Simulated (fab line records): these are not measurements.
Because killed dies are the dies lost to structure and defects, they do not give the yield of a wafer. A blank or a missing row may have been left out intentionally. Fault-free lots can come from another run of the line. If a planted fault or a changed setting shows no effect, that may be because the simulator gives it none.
fab line records ; flow n5-finfet
record lots=11; wafers=30; last-day=18
route steps=1938 shown BEOL_M13@1707 BEOL_M14@1736 PASSIVATION@1936
lots that met no fault: from a run of the same line without faults
start-h: hours from the record's opening day to when the first of the lot's shown wafers began ; wait-h: how many hours have passed since the lot's step before this one ; " same as the row above ; L1.1+2: a row that stands for several wafers ; - no value, or no start was given ; * or withheld: withheld ; < > ~ a bound
route shown NAME@n: NAME is a module with steps in the file, n the number in the route of the first one ; usual: average and standard deviation across the fault-free wafers ; same: alike in all rows ; chamber/n: place in a boat ; sites: each site's reading ; _std_site: the values' standard deviation ; _edge_site: the outer-site mean with the inner-site mean subtracted ; radius-mm: for every site, how far away it sits from the centre of the wafer ; mask NAME#n: copy n ; behind: the tool/chamber that last shaped the wafer ; hold: cause of the lot's hold/its duration in hours/its outcome ; device: the transistor (n, p or np) that didn't switch ; end of line: tests of these same wafers at the route's end ; a step with no rows: only its recipe ; killed: at the first sort, the dies lost to defects and structure; wafer yield is something else ; map: the dies of a wafer, with x for killed, . for not killed, _ for no die there
set.NAME: the setting the step ran with; set.NAME@STEP: the setting that earlier step ran with ; model.NAME: the simulator's own value behind a step, which no gauge read
route steps across a sampled set of lots; one table per step, one row per wafer
services: a tool's chamber out of use, with start hour (start-h, from the record's first day; less than 0 if before it), hours out, and reason
## steps
# step N5_BEOL_M13_SPUTTER_45
# recipe material=Cu; target-thk-a=800; temp-c=-20; bias-v=60; power-w=26000; chamber-pressure-pa=0.13; time-s=13.33
# usual throttle-valve-pct=29.9/0.78
lot.wafer;tool;chamber;start-h;wait-h;throttle-valve-pct
L643.1;pvd-sputter-03;-;238.17;0.0;29.3
L643.2;pvd-sputter-03;-;238.17;0.0;30.6
L643.3;pvd-sputter-03;-;238.17;0.0;29.5
L646.5;pvd-sputter-01;-;255.24;0.0;29.6
L646.6;pvd-sputter-01;-;255.24;0.0;29.1
L645.3;pvd-sputter-02;-;255.66;0.0;27.9
L645.4;pvd-sputter-02;-;255.66;0.0;29.2
L645.5;pvd-sputter-02;-;255.66;0.0;31.0
L649.2;pvd-sputter-01;-;277.37;0.0;29.4
L649.4;pvd-sputter-01;-;277.37;0.0;31.1
L649.5;pvd-sputter-01;-;277.37;0.0;29.7
L653.1;pvd-sputter-01;-;315.85;0.0;30.1
L653.4;pvd-sputter-01;-;315.85;0.0;29.0
L653.6;pvd-sputter-01;-;315.85;0.0;30.2
L656.2;pvd-sputter-02;-;332.92;0.0;29.0
L656.4;pvd-sputter-02;-;332.92;0.0;30.9
L657.3;pvd-sputter-03;-;335.82;0.0;29.6
L657.4;pvd-sputter-03;-;335.82;0.0;29.6
L657.5;pvd-sputter-03;-;335.82;0.0;30.8
L660.1;pvd-sputter-03;-;360.47;0.0;29.7
L660.5;pvd-sputter-03;-;360.47;0.0;30.1
L660.6;pvd-sputter-03;-;360.47;0.0;29.2
L664.1;pvd-sputter-01;-;373.85;0.0;30.3
L664.4;pvd-sputter-01;-;373.85;0.0;29.0
L664.6;pvd-sputter-01;-;373.85;0.0;30.9
L661.3;pvd-sputter-03;-;383.66;0.0;29.7
L661.4;pvd-sputter-03;-;383.66;0.0;30.8
L666.2;pvd-sputter-03;-;407.69;0.0;29.3
L666.5;pvd-sputter-03;-;407.69;0.0;31.0
L666.6;pvd-sputter-03;-;407.69;0.0;29.8
# step N5_BEOL_M13_DEP_53
# recipe material=SiCN; target-thk-a=500; temp-c=withheld; precursor=3MS/NH3; pressure-torr=3; rf-w=675; time-s=17.8
# usual chamber-pressure-Torr=3.000/0.0071; showerhead-plenum-p-Torr=4.164/0.026; throttle-valve-pct=18.1/0.68
lot.wafer;tool;chamber;start-h;wait-h;chamber-pressure-Torr;showerhead-plenum-p-Torr;throttle-valve-pct
L643.1;pecvd-02;2;239.47;0.0;3.000;4.114;18.1
L643.2;pecvd-02;0;239.47;0.0;2.998;4.173;18.5
L643.3;pecvd-02;1;239.47;0.0;3.002;4.206;19.0
L646.5;pecvd-02;0;256.23;0.0;2.997;4.180;18.6
L646.6;pecvd-02;1;256.23;0.0;3.007;4.205;19.1
L645.3;pecvd-01;2;256.60;0.0;2.999;4.155;16.6
L645.4;pecvd-01;1;256.60;0.0;3.008;4.160;17.5
L645.5;pecvd-01;0;256.60;0.0;2.994;4.193;17.8
L649.2;pecvd-02;1;278.31;0.0;3.007;4.192;19.1
L649.4;pecvd-02;1;278.31;0.0;3.006;4.193;18.9
L649.5;pecvd-02;2;278.31;0.0;2.989;4.121;18.3
L653.1;pecvd-01;1;316.86;0.0;3.001;4.160;17.3
L653.4;pecvd-01;1;316.86;0.0;2.987;4.154;17.4
L653.6;pecvd-01;1;316.86;0.0;2.990;4.158;17.2
L656.2;pecvd-02;2;333.86;0.0;3.004;4.109;18.4
L656.4;pecvd-02;0;333.86;0.0;3.012;4.187;18.4
L657.3;pecvd-01;2;337.05;0.0;3.001;4.168;16.8
L657.4;pecvd-01;1;337.05;0.0;3.001;4.145;17.3
L657.5;pecvd-01;2;337.05;0.0;2.997;4.167;16.9
L660.1;pecvd-03;0;361.70;0.0;3.003;4.151;17.9
L660.5;pecvd-03;1;361.70;0.0;2.998;4.168;18.7
L660.6;pecvd-03;2;361.70;0.0;2.995;4.164;17.3
L664.1;pecvd-02;0;374.79;0.0;2.993;4.173;18.8
L664.4;pecvd-02;0;374.79;0.0;2.993;4.184;18.2
L664.6;pecvd-02;1;374.79;0.0;2.997;4.194;19.0
L661.3;pecvd-03;1;384.64;0.0;2.995;4.177;18.9
L661.4;pecvd-03;0;384.64;0.0;3.000;4.158;17.9
L666.2;pecvd-02;1;408.62;0.0;2.991;4.192;19.0
L666.5;pecvd-02;1;408.62;0.0;2.998;4.199;19.0
L666.6;pecvd-02;0;408.62;0.0;2.989;4.188;18.3
# step N5_BEOL_M14_CD_MEAS_17
# recipe target-cd-nm=250; polarity=opening
# usual cd-nm=249/3.2
lot.wafer;tool;chamber;start-h;wait-h;cd-nm
L643.1;cd-sem-03;-;241.12;0.0;248
L643.2;cd-sem-03;-;241.12;0.0;246
L643.3;cd-sem-03;-;241.12;0.0;253
L646.5;cd-sem-02;-;257.50;0.0;247
L646.6;cd-sem-02;-;257.50;0.0;249
L645.3;cd-sem-03;-;257.87;0.0;254
L645.4;cd-sem-03;-;257.87;0.0;253
L645.5;cd-sem-03;-;257.87;0.0;253
L649.2;cd-sem-03;-;279.46;0.0;249
L649.4;cd-sem-03;-;279.46;0.0;251
L649.5;cd-sem-03;-;279.46;0.0;251
L653.1;cd-sem-03;-;318.15;0.0;255
L653.4;cd-sem-03;-;318.15;0.0;255
L653.6;cd-sem-03;-;318.15;0.0;256
L656.2;cd-sem-01;-;335.13;0.0;251
L656.4;cd-sem-01;-;335.13;0.0;249
L657.3;cd-sem-03;-;338.33;0.0;246
L657.4;cd-sem-03;-;338.33;0.0;247
L657.5;cd-sem-03;-;338.33;0.0;248
L660.1;cd-sem-03;-;362.97;0.0;252
L660.5;cd-sem-03;-;362.97;0.0;246
L660.6;cd-sem-03;-;362.97;0.0;254
L664.1;cd-sem-01;-;376.06;0.0;242
L664.4;cd-sem-01;-;376.06;0.0;247
L664.6;cd-sem-01;-;376.06;0.0;249
L661.3;cd-sem-03;-;385.99;0.0;253
L661.4;cd-sem-03;-;385.99;0.0;245
L666.2;cd-sem-01;-;409.96;0.0;249
L666.5;cd-sem-01;-;409.96;0.0;248
L666.6;cd-sem-01;-;409.96;0.0;251
# step N5_BEOL_M14_EXPOSE_25
# recipe mask-id=M14; na=0.8; source-shape=annular; sigma-inner=0.5; sigma-outer=0.8; polarization=unpolarized; target-cd-nm=280; dose-mj=26.6
# usual exposure-dose-mJ-cm2=26.573/0.028; focus-offset-nm=-0.1/0.56; reticle-temp-C=23.02/0.099
# same sigma-outer=0.8
lot.wafer;tool;chamber;start-h;wait-h;mask;exposure-dose-mJ-cm2;focus-offset-nm;reticle-temp-C
L643.1;krf-scanner-02;0;241.40;-;M14#0;26.552;-0.1;22.93
L643.2;krf-scanner-02;0;241.40;-;M14#0;26.581;0.0;22.83
L643.3;krf-scanner-02;0;241.40;-;M14#0;26.599;-0.2;22.82
L646.5;krf-scanner-01;0;257.67;-;M14#0;26.539;-1.1;23.06
L646.6;krf-scanner-01;0;257.67;-;M14#0;26.569;-1.0;22.94
L645.3;krf-scanner-01;0;258.04;-;M14#0;26.581;-0.2;22.96
L645.4;krf-scanner-01;0;258.04;-;M14#0;26.571;0.5;22.89
L645.5;krf-scanner-01;0;258.04;-;M14#0;26.529;-0.2;22.88
L649.2;krf-scanner-01;0;279.62;-;M14#0;22.699;-0.2;23.12
L649.4;krf-scanner-01;0;279.62;-;M14#0;22.737;0.1;23.26
L649.5;krf-scanner-01;0;279.62;-;M14#0;22.697;0.7;23.02
L653.1;krf-scanner-01;0;318.43;-;M14#0;23.474;0.1;22.95
L653.4;krf-scanner-01;0;318.43;-;M14#0;23.515;0.5;22.91
L653.6;krf-scanner-01;0;318.43;-;M14#0;23.464;0.8;22.93
L656.2;krf-scanner-02;0;335.42;-;M14#0;26.564;-0.1;23.01
L656.4;krf-scanner-02;0;335.42;-;M14#0;26.556;-0.1;22.89
L657.3;krf-scanner-02;0;338.49;-;M14#0;26.565;-1.4;22.92
L657.4;krf-scanner-02;0;338.49;-;M14#0;26.586;-1.1;23.00
L657.5;krf-scanner-02;0;338.49;-;M14#0;26.579;-0.1;22.98
L660.1;krf-scanner-02;0;363.12;-;M14#0;26.562;-0.2;23.09
L660.5;krf-scanner-02;0;363.12;-;M14#0;26.531;0.0;23.06
L660.6;krf-scanner-02;0;363.12;-;M14#0;26.540;0.5;23.07
L664.1;krf-scanner-02;0;376.34;-;M14#0;26.574;0.5;23.09
L664.4;krf-scanner-02;0;376.34;-;M14#0;26.526;0.0;23.07
L664.6;krf-scanner-02;0;376.34;-;M14#0;26.582;0.9;23.05
L661.3;krf-scanner-02;0;386.16;-;M14#0;26.514;-0.7;23.01
L661.4;krf-scanner-02;0;386.16;-;M14#0;26.531;-0.7;22.98
L666.2;krf-scanner-02;0;410.12;-;M14#0;26.542;0.0;23.21
L666.5;krf-scanner-02;0;410.12;-;M14#0;26.593;0.2;23.01
L666.6;krf-scanner-02;0;410.12;-;M14#0;26.600;-0.1;23.26
# step N5_BEOL_M14_CD_MEAS_28
# recipe target-cd-nm=284.4; landing-energy-ev=500; detector=se-inlens
# usual cd-nm=282.9/2.5
lot.wafer;tool;chamber;start-h;wait-h;cd-nm
L643.1;cd-sem-03;0;241.57;-;282.7
L643.2;cd-sem-03;0;241.57;-;283.0
L643.3;cd-sem-03;0;241.57;-;286.1
L646.5;cd-sem-01;0;257.83;-;284.2
L646.6;cd-sem-01;0;257.83;-;286.0
L645.3;cd-sem-01;0;258.20;-;291.5
L645.4;cd-sem-01;0;258.20;-;284.4
L645.5;cd-sem-01;0;258.20;-;287.1
L649.2;cd-sem-03;0;279.79;-;258.3
L649.4;cd-sem-03;0;279.79;-;254.0
L649.5;cd-sem-03;0;279.79;-;256.1
L653.1;cd-sem-02;0;318.61;-;262.3
L653.4;cd-sem-02;0;318.61;-;266.0
L653.6;cd-sem-02;0;318.61;-;261.8
L656.2;cd-sem-01;0;335.58;-;278.1
L656.4;cd-sem-01;0;335.58;-;282.1
L657.3;cd-sem-02;0;338.66;-;282.7
L657.4;cd-sem-02;0;338.66;-;283.2
L657.5;cd-sem-02;0;338.66;-;278.6
L660.1;cd-sem-03;0;363.30;-;283.6
L660.5;cd-sem-03;0;363.30;-;284.6
L660.6;cd-sem-03;0;363.30;-;285.9
L664.1;cd-sem-03;0;376.52;-;285.7
L664.4;cd-sem-03;0;376.52;-;284.3
L664.6;cd-sem-03;0;376.52;-;279.2
L661.3;cd-sem-01;0;386.32;-;283.3
L661.4;cd-sem-01;0;386.32;-;284.2
L666.2;cd-sem-03;0;410.29;-;284.8
L666.5;cd-sem-03;0;410.29;-;282.1
L666.6;cd-sem-03;0;410.29;-;286.0
# step N5_PASSIVATION_PROBE_49
# usual defect-limited-yield=90.9/1.6; killed_at_M0_to_M3=34/10; killed_at_M4_up=13/5.4; killed-at-contacts=13/6; killed-at-front-end=42/13; killed-at-other=4/3.2; killed-dies=107/18; killed-open=69/14; killed-short=35/7.7; sort_bin_4_leakage=0.02/0.17; sort_bin_5_function=5.3/1; sort_bin_6_memory=3.3/0.75; sort_bin_8_speed=0.00/0.015; sort-n-pass=1073/19; sort-yield-pct=90.9/1.6
# same gross-dies=1180; killed-at-back-side=0
lot.wafer;tool;chamber;start-h;wait-h;defect-limited-yield[%];killed_at_M0_to_M3;killed_at_M4_up;killed-at-contacts;killed-at-front-end;killed-at-other;killed-dies;killed-open;killed-short;sort_bin_4_leakage[%];sort_bin_5_function[%];sort_bin_6_memory[%];sort_bin_8_speed[%];sort-n-pass;sort-yield-pct[%]
L645.3;prober-01;-;287.61;0.1;93.4;25;14;15;23;1;78;55;22;0;3.1;3.2;0;1102;93.4
L645.4;prober-01;-;287.66;0.2;91.9;30;13;17;32;3;95;58;34;0;5.3;2.6;0;1085;91.9
L645.5;prober-01;-;287.71;0.2;91.8;37;12;13;32;3;97;61;35;0;3.9;3.8;0;1083;91.8
# killed by level:class
L645.3 MOL_CONTACT_COAG:geometric-particle:open=13 FIN_SAQP:geometric-particle:short=10 BEOL_M2:geometric-particle:open=8 BEOL_M0_SAQP:geometric-particle:open=5 STI_FIN_REVEAL:geometric-particle:open=4 BEOL_M5:geometric-particle:open=4 ILD0:geometric-particle:open=3 BEOL_M1:geometric-particle:open=3
L645.4 MOL_CONTACT_COAG:geometric-particle:open=11 BEOL_M1:geometric-particle:open=8 BEOL_M2:geometric-particle:open=7 MOL_CONTACT_COAG:geometric-particle:short=6 FIN_SAQP:geometric-particle:short=4 STI_FIN_REVEAL:geometric-particle:open=4 DUMMY_GATE:geometric-particle:open=4 BEOL_M0_SAQP:geometric-particle:short=4
L645.5 BEOL_M1:geometric-particle:open=13 MOL_CONTACT_COAG:geometric-particle:open=11 BEOL_M0_SAQP:geometric-particle:short=10 ILD0:geometric-particle:open=7 ILD0:geometric-particle:short=6 FIN_SAQP:geometric-particle:short=5 BEOL_M0_SAQP:geometric-particle:open=5 BEOL_M1:geometric-particle:short=5
## services
tool;chamber;start-h;hours;kind
krf-scanner-02;-;231.76;3.6;pm
pecvd-02;-;239.60;1.0;repair
pecvd-01;-;242.73;2.0;repair
krf-scanner-01;0;242.87;-;calibration
pecvd-01;1;268.27;3.6;repair
krf-scanner-02;-;269.88;1.3;pm
krf-scanner-01;-;295.11;0.8;pm
krf-scanner-01;-;298.95;1.0;pm
pvd-sputter-02;-;305.99;6.3;repair
krf-scanner-01;-;311.60;0.4;repair
pecvd-01;2;314.61;4.8;repair
krf-scanner-02;0;316.18;-;calibration
pecvd-01;0;326.49;2.1;scheduled-down
pecvd-01;-;337.11;14.6;pm
pecvd-02;0;346.60;2.1;scheduled-down
krf-scanner-02;-;347.36;1.0;pm
krf-scanner-02;-;358.89;0.7;repair
pvd-sputter-02;-;359.20;3.8;repair
krf-scanner-02;-;363.26;4.0;pm
krf-scanner-02;-;373.05;0.8;pm
krf-scanner-01;-;375.55;3.0;pm
krf-scanner-01;-;378.67;1.3;pm
krf-scanner-01;0;403.34;-;calibration
krf-scanner-01;-;403.90;0.8;repair
## key
first-sign step=N5_BEOL_M14_EXPOSE_25; reading=exposure-dose-mJ-cm2; direction=down; sigmas=99+; usual=26.573; struck=23.098
effect step=N5_BEOL_M14_CD_MEAS_28; reading=cd-nm; direction=down; sigmas=9.3; usual=282.9; struck=259.7; through=control-loop
met-at N5_BEOL_M14_EXPOSE_25
struck-lots L649,L653
loop-trim step=N5_BEOL_M14_EXPOSE_25; setting=dose; lots=L653
not-acting-at N5_BEOL_M13_SPUTTER_45,N5_BEOL_M13_DEP_53,N5_BEOL_M14_CD_MEAS_17
onset-between 258.04 279.62
fault kind=process-parameter-drift; tool=krf-scanner-01; chamber=-; onset-h=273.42; steps=N5_BEOL_M14_EXPOSE_25; channel=dose-mj; offset=-3.879; shape=step; acts-in=these-recipes-only; stated=26.6
# loop-trim: a control loop set the setting to another value than it would have without faults
